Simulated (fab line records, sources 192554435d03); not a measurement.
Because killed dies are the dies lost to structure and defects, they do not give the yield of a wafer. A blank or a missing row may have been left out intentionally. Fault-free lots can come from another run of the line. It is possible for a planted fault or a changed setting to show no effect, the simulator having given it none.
Which tool is to blame? | flow n5 finfet | 23 wafers from 8 lots sampled at 5 of the route's 1938 steps

== WHAT THE GAUGES READ, wafer by wafer ==
N5_STI_FIN_REVEAL_FIN_H_MEAS_10.
lot  | measured    | on     | trench depth nm (nm)
L481 | day 2 13:11 | ocd-02 | 51.2 51.2 51.0
L484 | day 3 07:56 | ocd-01 | 52.7 52.5
L486 | day 3 19:22 | ocd-01 | 52.4 52.0 52.5
L491 | day 5 02:48 | ocd-02 | 53.1 46.8 47.2
L500 | day 7 10:17 | ocd-01 | 51.9 51.8 51.9
L501 | day 7 13:59 | ocd-01 | 52.6 51.9 51.7
L503 | day 8 02:52 | ocd-02 | 52.4 52.2 52.5
L504 | day 8 06:56 | ocd-01 | 52.1 52.1 52.3

== WHICH TOOL RAN EACH LOT (tool, then ch and the chambers of the sampled wafers, then the start) ==
lot  | N5_FIN_CUT_DESCUM_13              | N5_FIN_CUT_STRIP_22               | N5_STI_FIN_REVEAL_ALD_14         | N5_STI_FIN_REVEAL_ETCHBACK_08
L481 | rie diel-04 ch 0,1, day 2 03:21   | rie diel-04 ch 0,3, day 2 04:06   | ald sin-01 ch 2,3, day 2 04:21   | rie diel-06 ch 2,3, day 2 10:13
L484 | rie diel-01 ch 3, day 2 21:17     | rie diel-04 ch 0,1, day 2 22:04   | ald sin-01 ch 1,2, day 2 22:20   | rie diel-05 ch 2, day 3 04:39
L486 | rie diel-04 ch 0,1,2, day 3 09:06 | rie diel-01 ch 1,3, day 3 10:02   | ald sin-04 ch 1,3, day 3 10:37   | rie diel-05 ch 1,2,3, day 3 16:25
L491 | rie diel-01 ch 0,2,3, day 4 15:23 | rie diel-01 ch 1,2, day 4 16:08   | ald sin-01 ch 0,1, day 4 17:58   | rie diel-05 ch 0,2,3, day 4 23:38
L500 | rie diel-01 ch 0,2,3, day 6 22:16 | rie diel-01 ch 0,2,3, day 6 23:01 | ald sin-01 ch 0,1,3, day 7 01:31 | rie diel-02 ch 1,2,3, day 7 07:19
L501 | rie diel-04 ch 0,1,2, day 7 04:16 | rie diel-03 ch 1,2,3, day 7 05:05 | ald sin-04 ch 0,2,3, day 7 05:25 | rie diel-02 ch 0,1,2, day 7 11:02
L503 | rie diel-04 ch 0,3, day 7 16:26   | rie diel-03 ch 0,2,3, day 7 17:32 | ald sin-03 ch 0,1,2, day 7 17:47 | rie diel-06 ch 2,3, day 7 23:54
L504 | rie diel-04 ch 0,2,3, day 7 21:16 | rie diel-01 ch 0,1, day 7 22:01   | ald sin-01 ch 0,3, day 7 22:16   | rie diel-05 ch 0,2,3, day 8 03:58
- N5_FIN_CUT_DESCUM_13: chemistry O2, time 7 s.
- N5_FIN_CUT_STRIP_22: strips in N2/H2.
- N5_STI_FIN_REVEAL_ALD_14: deposits Si3N4, target thk 3 nm.
- N5_STI_FIN_REVEAL_ETCHBACK_08: etches SiO2 in C4F6/O2, target depth 30.5 nm, time 10.167 s.

== THE ANSWER, worked out from the rows above alone ==
Rule: the lots themselves supply what counts as usual. Put in order of their means at a reading, lots are off if they are a third of the lots or fewer, leave a main group of 4 or more, and stand apart from it by a gap of 3 or more times the standard deviation of the main group's means; of several such gaps the widest counts. Not used: any main group whose means are identical at the precision the tables above print for the reading. A lot without any number at a reading at which 4 lots or more have one is off too. Where the step has rows for the other lots, those lots are counted as sound.
Off: L491, at N5_STI_FIN_REVEAL_FIN_H_MEAS_10 (trench depth nm). The main group has a mean of 52.1 nm with a standard deviation of 0.44.
If a tool, at a process step before that reading, ran all the lots that are off and no sound lot after the first of them, it fits. Gauges at N5_STI_FIN_REVEAL_FIN_H_MEAS_10: tried the same way as those tools. Of those tried, none fits.

== WHAT THE SIMULATOR HAD INSERTED ==
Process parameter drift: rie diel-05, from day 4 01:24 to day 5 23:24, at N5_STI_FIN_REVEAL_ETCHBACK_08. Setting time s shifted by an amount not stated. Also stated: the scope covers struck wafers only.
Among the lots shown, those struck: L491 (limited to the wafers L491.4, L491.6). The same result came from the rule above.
